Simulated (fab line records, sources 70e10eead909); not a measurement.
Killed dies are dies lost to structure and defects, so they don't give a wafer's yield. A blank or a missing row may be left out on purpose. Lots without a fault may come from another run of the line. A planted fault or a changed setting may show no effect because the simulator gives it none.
A struck lot beside a sound one | flow nand_harc | 18 steps out of a route of 1159
Sound: wafers L982.1, L982.3, L982.4. Struck: wafers L987.3, L987.4, L987.5. The cause comes at the end.
At each step with rows: each side's tool, then ch and its chambers, then its first start. Under that, the readings that differ: sound wafers | struck wafers | difference of the means | sigmas: that difference in standard deviations of wafers without a fault.
alike: readings whose means differ by less than 2 such deviations, and words and numbers that are the same on both sides. not compared: withheld readings, readings that some wafer has no value for, bounds like >300 that may hide the same value, and numbers for which the record gives no deviation and whose values overlap.
The two part at a step that has a row with sigmas, a row that says differs or no value, or rows on one side only. Numbers that don't overlap but have no deviation are shown without sigmas and don't part them. A reading that every wafer of one side lacks parts them only if that side has two wafers or more.

NHARC_A_M0_OVL_MEAS_10: pitch 160 nm.
  sound on overlay-02, day 17 17:51; struck on overlay-02, day 19 00:59
  reading           | sound          | struck      | difference | sigmas
  overlay_y_nm (nm) | -1.5 -1.7 -1.8 | 0.7 1.2 0.9 | +2.6       | +3
  alike: overlay_x_nm
NHARC_A_M0_INSPECT_11:
  sound on defect_inspect-02, day 17 17:53; struck on defect_inspect-02, day 19 01:02
  alike: raw_defect_count
then, 1 step without rows for these wafers: NHARC_A_M0_DESCUM_14 (chemistry O2, time 3 s).
NHARC_A_M0_ETCH_34: etches the open film in N2/H2, target depth 40 nm, overetch 12 nm, time 43.94 s.
  sound on rie_diel-06 ch 1,2,3, day 17 18:02; struck on rie_diel-13 ch 0,2,3, day 19 01:10
  alike: drypump_motor_current_A, oes_product_au, rf_vpp_V, showerhead_plenum_p_Torr, throttle_valve_pct
  not compared: rf_hours_counter_h
NHARC_A_M0_ETCH_15: etches the open film in C4F8/Ar, target depth 150 nm, overetch 15 nm, time 82.5 s.
  sound on rie_diel-06 ch 1,2,3; struck on rie_diel-13 ch 0,1,3
  alike: oes_product_au, rf_vpp_V
  not compared: rf_hours_counter_h
NHARC_A_M0_CD_MEAS_16:
  sound on cd_sem-01, day 17 18:14; struck on cd_sem-03, day 19 01:23
  alike: cd_nm
NHARC_A_M0_STRIP_18: strips in N2/H2.
  sound on rie_diel-06 ch 0,1,3, day 17 18:19; struck on rie_diel-13 ch 0,1,3, day 19 01:31
  alike: drypump_motor_current_A, oes_product_au, rf_vpp_V, showerhead_plenum_p_Torr, throttle_valve_pct
  not compared: rf_hours_counter_h
then, 3 steps without rows for these wafers: NHARC_A_M0_STRIP_19 (strips in post etch residue remover, time 600 s); NHARC_A_M0_DEGAS_28 (time 60 s); NHARC_A_M0_PRE_CLEAN_29 (time 30 s).
NHARC_A_M0_PVD_20: deposits TaN, target thk 5 nm, time 8.06 s.
  sound on pvd_sputter-03; struck on pvd_sputter-01
  alike: throttle_valve_pct
then, 1 step without rows for these wafers: NHARC_A_M0_PVD_21 (deposits Cu, target thk 30 nm, time 20.49 s).
NHARC_A_M0_ECD_22: material Cu, target thk 400 nm.
  sound on ecd_cu-01 ch 0,1, day 17 19:19; struck on ecd_cu-02 ch 0,1, day 19 02:30
  no value came back on the struck wafers for bath_heat_duty_pct (%), bath_temp_c (C); on the sound wafers bath_heat_duty_pct (%) reads 7.1 8.6 7.5
NHARC_A_M0_ANNEAL_30: time 90 s.
  sound on rtp_anneal-02 ch 0, day 17 19:42; struck on rtp_anneal-01 ch 0, day 19 02:53
  alike: wafer_temp_C_max
NHARC_A_M0_CMP_23: polishes, t overpolish 20 s, target thk 113.75 nm.
  sound on cmp-04 ch 1,2,3, day 17 20:03; struck on cmp-01 ch 0,1,3, day 19 03:10
  reading                | sound          | struck      | difference | sigmas
  time_to_endpoint_s (s) | 28.6 27.6 30.6 | 1.2 1.8 0.0 | -27.9      | -13
  alike: motor_current_A
NHARC_A_M0_THK_MEAS_24: measures by xrf.
  sound on film_metro-02, day 17 20:22; struck on film_metro-01, day 19 03:27
  reading     | sound             | struck         | difference | sigmas
  thk_nm (nm) | 113.9 111.5 113.2 | 30.8 29.5 30.2 | -82.7      | -55
then, 1 step without rows for these wafers: NHARC_A_M0_SRD_25.
NHARC_END_SORT_01:
  sound on prober-02 ch 0, day 19 10:08; struck on prober-02 ch 0, day 20 20:51
  reading                  | sound          | struck         | difference | sigmas
  defect_limited_yield (%) | 97.2 96.0 95.9 | 0 0 0          | -96        | -80
  killed_at_array          | 17 25 22       | 674 674 674    | +653       | +88
  killed_dies              | 19 27 28       | 677 677 677    | +652       | +82
  sort_bin_2_pct (%)       | 0.4 1.5 1.2    | 96.5 97.5 97.2 | +96.0      | +99 or more
  sort_n_pass              | 658 650 649    | 0 0 0          | -652       | -82
  sort_rim_yield_pct (%)   | 97.2 95.3 99.1 | 0 0 0          | -97        | -36
  sort_yield_pct (%)       | 97.2 96.0 95.9 | 0 0 0          | -96        | -80
  alike: killed_at_other, killed_at_periphery, killed_open, killed_short, sort_bin_3_pct, sort_bin_4_pct

WHERE THEY PART
First at NHARC_A_M0_OVL_MEAS_10; last, within this record, at NHARC_END_SORT_01.

WHY: what the simulator had put in
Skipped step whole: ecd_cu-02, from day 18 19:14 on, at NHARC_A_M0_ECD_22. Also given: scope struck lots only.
